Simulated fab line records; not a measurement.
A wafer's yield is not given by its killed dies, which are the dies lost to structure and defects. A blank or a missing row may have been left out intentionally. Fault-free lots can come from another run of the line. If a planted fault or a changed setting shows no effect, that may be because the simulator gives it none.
Which tool was responsible? || flow nand_harc || 13 lots with 39 wafers sampled at 6 steps, on a route of 1159 steps

WHAT EACH GAUGE READ, for each wafer
NHARC_P_GATE_CD_MEAS_91: target cd 2000 nm. Usual: cd_nm reads 1999.5 nm (standard deviation 1.5).
{"lot": "L885", "measured": "day 5 10:11", "on": "cd_sem-02", "cd_nm (nm)": "1998.9 1999.0 1999.4", "flag": ""}
{"lot": "L887", "measured": "day 5 23:13", "on": "cd_sem-01", "cd_nm (nm)": "2002.0 1999.6 1998.6", "flag": ""}
{"lot": "L886", "measured": "day 5 23:43", "on": "cd_sem-03", "cd_nm (nm)": "2000.3 1998.5 1999.3", "flag": ""}
{"lot": "L889", "measured": "day 6 10:33", "on": "cd_sem-03", "cd_nm (nm)": "1998.1 2000.2 2000.8", "flag": ""}
{"lot": "L891", "measured": "day 7 05:30", "on": "cd_sem-02", "cd_nm (nm)": "1999.0 2002.1 1998.8", "flag": ""}
{"lot": "L890", "measured": "day 7 05:41", "on": "cd_sem-03", "cd_nm (nm)": "2000.3 2000.3 1998.9", "flag": ""}
{"lot": "L893", "measured": "day 7 13:21", "on": "cd_sem-01", "cd_nm (nm)": "1998.5 1999.6 2002.1", "flag": ""}
{"lot": "L894", "measured": "day 8 00:35", "on": "cd_sem-02", "cd_nm (nm)": "1997.6 1998.9 1998.7", "flag": ""}
{"lot": "L896", "measured": "day 8 12:20", "on": "cd_sem-01", "cd_nm (nm)": "2000.3 1999.9 2000.0", "flag": ""}
{"lot": "L899", "measured": "day 8 15:52", "on": "cd_sem-02", "cd_nm (nm)": "2226.1 2227.2 2229.8", "flag": "OFF"}
{"lot": "L905", "measured": "day 10 15:16", "on": "cd_sem-01", "cd_nm (nm)": "1998.8 2000.7 1999.4", "flag": ""}
{"lot": "L906", "measured": "day 10 15:37", "on": "cd_sem-01", "cd_nm (nm)": "1999.4 2001.0 1999.8", "flag": ""}
{"lot": "L907", "measured": "day 11 03:26", "on": "cd_sem-03", "cd_nm (nm)": "1999.1 2001.8 1998.4", "flag": ""}

NHARC_END_SORT_01. Usual: killed_at_array 25, standard deviation 9.2; killed_at_other 0.9, standard deviation 1.3; killed_at_periphery 3.3, standard deviation 2.3; killed_dies 29, standard deviation 9.6; killed_open 3.2, standard deviation 1.8; killed_short 2, standard deviation 1.4.
{"lot": "L899", "measured": "day 23 03:07", "on": "prober-01", "killed_at_array": "12 10 13", "killed_at_other": "4 1 4", "killed_at_periphery": "26 29 24", "killed_dies": "42 40 41", "killed_open": "9 2 4", "killed_short": "1 2 2", "flag": "OFF"}

EACH LOT AND THE TOOL THAT RAN IT (in order: tool; ch and the chambers of the sampled wafers; start)
{"lot": "L885", "NHARC_P_GATE_ALD_36": "ald_sin-04 ch 0,2,3, day 4 20:22", "NHARC_P_GATE_STRIP_75": "plasma_asher-02 ch 0,1, day 5 07:40", "NHARC_P_GATE_EXPOSE_88": "krf_scanner-04 ch 0, day 5 10:02", "NHARC_P_GATE_RTA_80": "rtp_anneal-01 ch 0, day 5 12:53"}
{"lot": "L887", "NHARC_P_GATE_ALD_36": "ald_sin-03 ch 2,3, day 5 09:08", "NHARC_P_GATE_STRIP_75": "plasma_asher-02 ch 0,1, day 5 20:25", "NHARC_P_GATE_EXPOSE_88": "krf_scanner-03 ch 0, day 5 23:02", "NHARC_P_GATE_RTA_80": "rtp_anneal-02 ch 0, day 6 01:52"}
{"lot": "L886", "NHARC_P_GATE_ALD_36": "ald_sin-04 ch 2,3, day 5 09:34", "NHARC_P_GATE_STRIP_75": "plasma_asher-02 ch 0,1, day 5 21:00", "NHARC_P_GATE_EXPOSE_88": "krf_scanner-04 ch 0, day 5 23:33", "NHARC_P_GATE_RTA_80": "rtp_anneal-02 ch 0, day 6 02:19"}
{"lot": "L889", "NHARC_P_GATE_ALD_36": "ald_sin-04 ch 1,3, day 5 20:28", "NHARC_P_GATE_STRIP_75": "plasma_asher-02 ch 0,1, day 6 07:52", "NHARC_P_GATE_EXPOSE_88": "krf_scanner-02 ch 0, day 6 10:24", "NHARC_P_GATE_RTA_80": "rtp_anneal-01 ch 0, day 6 12:57"}
{"lot": "L891", "NHARC_P_GATE_ALD_36": "ald_sin-01 ch 0,1,3, day 6 14:51", "NHARC_P_GATE_STRIP_75": "plasma_asher-01 ch 0,1, day 7 02:59", "NHARC_P_GATE_EXPOSE_88": "krf_scanner-04 ch 0, day 7 05:20", "NHARC_P_GATE_RTA_80": "rtp_anneal-01 ch 0, day 7 07:57"}
{"lot": "L890", "NHARC_P_GATE_ALD_36": "ald_sin-04 ch 0,1,2, day 6 15:03", "NHARC_P_GATE_STRIP_75": "plasma_asher-02 ch 0,1, day 7 03:10", "NHARC_P_GATE_EXPOSE_88": "krf_scanner-04 ch 0, day 7 05:31", "NHARC_P_GATE_RTA_80": "rtp_anneal-01 ch 0, day 7 08:27"}
{"lot": "L893", "NHARC_P_GATE_ALD_36": "ald_sin-01 ch 0,1,3, day 6 23:33", "NHARC_P_GATE_STRIP_75": "plasma_asher-01 ch 0,1, day 7 10:50", "NHARC_P_GATE_EXPOSE_88": "krf_scanner-04 ch 0, day 7 13:11", "NHARC_P_GATE_RTA_80": "rtp_anneal-02 ch 0, day 7 15:46"}
{"lot": "L894", "NHARC_P_GATE_ALD_36": "ald_sin-03 ch 0,1,3, day 7 10:14", "NHARC_P_GATE_STRIP_75": "plasma_asher-01 ch 0,1, day 7 22:01", "NHARC_P_GATE_EXPOSE_88": "krf_scanner-02 ch 0, day 8 00:25", "NHARC_P_GATE_RTA_80": "rtp_anneal-01 ch 0, day 8 03:05"}
{"lot": "L896", "NHARC_P_GATE_ALD_36": "ald_sin-04 ch 1,2,3, day 8 00:25", "NHARC_P_GATE_STRIP_75": "plasma_asher-02 ch 0,1, day 8 09:41", "NHARC_P_GATE_EXPOSE_88": "krf_scanner-04 ch 0, day 8 12:11", "NHARC_P_GATE_RTA_80": "rtp_anneal-01 ch 0, day 8 14:50"}
{"lot": "L899", "NHARC_P_GATE_ALD_36": "ald_sin-03 ch 0,1,3, day 8 04:48", "NHARC_P_GATE_STRIP_75": "plasma_asher-01 ch 0,1, day 8 13:01", "NHARC_P_GATE_EXPOSE_88": "krf_scanner-02 ch 0, day 8 15:42", "NHARC_P_GATE_RTA_80": "rtp_anneal-01 ch 0, day 8 19:01"}
{"lot": "L905", "NHARC_P_GATE_ALD_36": "ald_sin-03 ch 0,1,3, day 10 01:16", "NHARC_P_GATE_STRIP_75": "plasma_asher-02 ch 0,1, day 10 12:34", "NHARC_P_GATE_EXPOSE_88": "krf_scanner-04 ch 0, day 10 15:07", "NHARC_P_GATE_RTA_80": "rtp_anneal-01 ch 0, day 10 17:41"}
{"lot": "L906", "NHARC_P_GATE_ALD_36": "ald_sin-01 ch 0,1,3, day 10 04:31", "NHARC_P_GATE_STRIP_75": "plasma_asher-02 ch 0,1, day 10 12:59", "NHARC_P_GATE_EXPOSE_88": "krf_scanner-03 ch 0, day 10 15:28", "NHARC_P_GATE_RTA_80": "rtp_anneal-01 ch 0, day 10 18:06"}
{"lot": "L907", "NHARC_P_GATE_ALD_36": "ald_sin-04 ch 1,3, day 10 14:29", "NHARC_P_GATE_STRIP_75": "plasma_asher-02 ch 0,1, day 11 00:47", "NHARC_P_GATE_EXPOSE_88": "krf_scanner-04 ch 0, day 11 03:17", "NHARC_P_GATE_RTA_80": "rtp_anneal-02 ch 0, day 11 05:58"}
- NHARC_P_GATE_ALD_36: deposits SiNx, target thk 20 nm, pulse time 60 s, ald cycles 223.
- NHARC_P_GATE_STRIP_75: strips in O2.
- NHARC_P_GATE_EXPOSE_88: exposes mask P HVN, target cd 2000 nm.
- NHARC_P_GATE_RTA_80: time 30 s.

AS READ BY THE TOOLS THEMSELVES (means over the sampled wafers that have a number; for cases with no such wafer, the mark the record gives instead)
NHARC_P_GATE_ALD_36. Usual: heater_power_outer_w 506 W, standard deviation 48; heater_power_w 826 W, standard deviation 79; precursor_pulse_height_rel 1.000, standard deviation 0.019.
{"lot": "L885", "tool": "ald_sin-04", "heater_power_outer_w (W)": 454, "heater_power_w (W)": 738, "precursor_pulse_height_rel": 1.005, "flag": ""}
{"lot": "L887", "tool": "ald_sin-03", "heater_power_outer_w (W)": 519, "heater_power_w (W)": 834, "precursor_pulse_height_rel": 1.008, "flag": ""}
{"lot": "L886", "tool": "ald_sin-04", "heater_power_outer_w (W)": 456, "heater_power_w (W)": 760, "precursor_pulse_height_rel": 1.020, "flag": ""}
{"lot": "L889", "tool": "ald_sin-04", "heater_power_outer_w (W)": 512, "heater_power_w (W)": 847, "precursor_pulse_height_rel": 1.014, "flag": ""}
{"lot": "L891", "tool": "ald_sin-01", "heater_power_outer_w (W)": 512, "heater_power_w (W)": 841, "precursor_pulse_height_rel": 0.988, "flag": ""}
{"lot": "L890", "tool": "ald_sin-04", "heater_power_outer_w (W)": 481, "heater_power_w (W)": 799, "precursor_pulse_height_rel": 0.980, "flag": ""}
{"lot": "L893", "tool": "ald_sin-01", "heater_power_outer_w (W)": 503, "heater_power_w (W)": 848, "precursor_pulse_height_rel": 1.006, "flag": ""}
{"lot": "L894", "tool": "ald_sin-03", "heater_power_outer_w (W)": 506, "heater_power_w (W)": 810, "precursor_pulse_height_rel": 0.999, "flag": ""}
{"lot": "L896", "tool": "ald_sin-04", "heater_power_outer_w (W)": 486, "heater_power_w (W)": 805, "precursor_pulse_height_rel": 1.004, "flag": ""}
{"lot": "L899", "tool": "ald_sin-03", "heater_power_outer_w (W)": 507, "heater_power_w (W)": 827, "precursor_pulse_height_rel": 0.996, "flag": ""}
{"lot": "L905", "tool": "ald_sin-03", "heater_power_outer_w (W)": 509, "heater_power_w (W)": 817, "precursor_pulse_height_rel": 1.008, "flag": ""}
{"lot": "L906", "tool": "ald_sin-01", "heater_power_outer_w (W)": 509, "heater_power_w (W)": 835, "precursor_pulse_height_rel": 1.005, "flag": ""}
{"lot": "L907", "tool": "ald_sin-04", "heater_power_outer_w (W)": 511, "heater_power_w (W)": 835, "precursor_pulse_height_rel": 0.992, "flag": ""}

NHARC_P_GATE_STRIP_75. Usual: drypump_motor_current_A 5.70 A, standard deviation 0.27; heater_power_w 333 W, standard deviation 32.
{"lot": "L885", "tool": "plasma_asher-02", "drypump_motor_current_A (A)": 5.87, "heater_power_w (W)": 310, "flag": ""}
{"lot": "L887", "tool": "plasma_asher-02", "drypump_motor_current_A (A)": 5.91, "heater_power_w (W)": 312, "flag": ""}
{"lot": "L886", "tool": "plasma_asher-02", "drypump_motor_current_A (A)": 5.88, "heater_power_w (W)": 310, "flag": ""}
{"lot": "L889", "tool": "plasma_asher-02", "drypump_motor_current_A (A)": 5.89, "heater_power_w (W)": 314, "flag": ""}
{"lot": "L891", "tool": "plasma_asher-01", "drypump_motor_current_A (A)": 5.29, "heater_power_w (W)": 372, "flag": ""}
{"lot": "L890", "tool": "plasma_asher-02", "drypump_motor_current_A (A)": 5.86, "heater_power_w (W)": 313, "flag": ""}
{"lot": "L893", "tool": "plasma_asher-01", "drypump_motor_current_A (A)": 5.39, "heater_power_w (W)": 379, "flag": ""}
{"lot": "L894", "tool": "plasma_asher-01", "drypump_motor_current_A (A)": 5.40, "heater_power_w (W)": 382, "flag": ""}
{"lot": "L896", "tool": "plasma_asher-02", "drypump_motor_current_A (A)": 5.90, "heater_power_w (W)": 309, "flag": ""}
{"lot": "L899", "tool": "plasma_asher-01", "drypump_motor_current_A (A)": 5.29, "heater_power_w (W)": 373, "flag": ""}
{"lot": "L905", "tool": "plasma_asher-02", "drypump_motor_current_A (A)": 5.87, "heater_power_w (W)": 317, "flag": ""}
{"lot": "L906", "tool": "plasma_asher-02", "drypump_motor_current_A (A)": 5.91, "heater_power_w (W)": 315, "flag": ""}
{"lot": "L907", "tool": "plasma_asher-02", "drypump_motor_current_A (A)": 5.89, "heater_power_w (W)": 314, "flag": ""}

NHARC_P_GATE_RTA_80. Usual: wafer_temp_C_max reads 301.6 (standard deviation 0.42).
{"lot": "L885", "tool": "rtp_anneal-01", "wafer_temp_C_max": 301.5, "flag": ""}
{"lot": "L887", "tool": "rtp_anneal-02", "wafer_temp_C_max": 302.2, "flag": ""}
{"lot": "L886", "tool": "rtp_anneal-02", "wafer_temp_C_max": 301.4, "flag": ""}
{"lot": "L889", "tool": "rtp_anneal-01", "wafer_temp_C_max": 301.6, "flag": ""}
{"lot": "L891", "tool": "rtp_anneal-01", "wafer_temp_C_max": 301.8, "flag": ""}
{"lot": "L890", "tool": "rtp_anneal-01", "wafer_temp_C_max": 301.2, "flag": ""}
{"lot": "L893", "tool": "rtp_anneal-02", "wafer_temp_C_max": 301.7, "flag": ""}
{"lot": "L894", "tool": "rtp_anneal-01", "wafer_temp_C_max": 301.0, "flag": ""}
{"lot": "L896", "tool": "rtp_anneal-01", "wafer_temp_C_max": 301.3, "flag": ""}
{"lot": "L899", "tool": "rtp_anneal-01", "wafer_temp_C_max": 301.4, "flag": ""}
{"lot": "L905", "tool": "rtp_anneal-01", "wafer_temp_C_max": 301.2, "flag": ""}
{"lot": "L906", "tool": "rtp_anneal-01", "wafer_temp_C_max": 301.3, "flag": ""}
{"lot": "L907", "tool": "rtp_anneal-02", "wafer_temp_C_max": 301.8, "flag": ""}

THE ANSWER, worked out from the rows above alone
Rule: take the mean of a lot's wafers that have a number; if it is more than 3 standard deviations from the usual mean, the lot is off. Also off: a lot with no number at a reading for which 4 or more lots have one. All remaining lots with rows at the step are treated as sound. After the gauges, taken in route order, come the tools' own readings; for these a lot's mean is taken, as printed above. At the first step where some lot is off, the reading lying furthest off is the one used; lots without a number count as furthest.
Off: L899 (NHARC_P_GATE_CD_MEAS_91, cd_nm).
If a tool, at a process step before that reading, ran all the lots that are off and no sound lot after the first of them, it fits. Not tried: the gauges at NHARC_P_GATE_CD_MEAS_91; whatever is off there is also off at NHARC_END_SORT_01, on other tools, and gauge error can't account for it. 2 tools fit, plasma_asher-01 at NHARC_P_GATE_STRIP_75 and krf_scanner-02 at NHARC_P_GATE_EXPOSE_88, so this cannot tell which one it is.

WHAT THE SIMULATOR HAD PUT IN
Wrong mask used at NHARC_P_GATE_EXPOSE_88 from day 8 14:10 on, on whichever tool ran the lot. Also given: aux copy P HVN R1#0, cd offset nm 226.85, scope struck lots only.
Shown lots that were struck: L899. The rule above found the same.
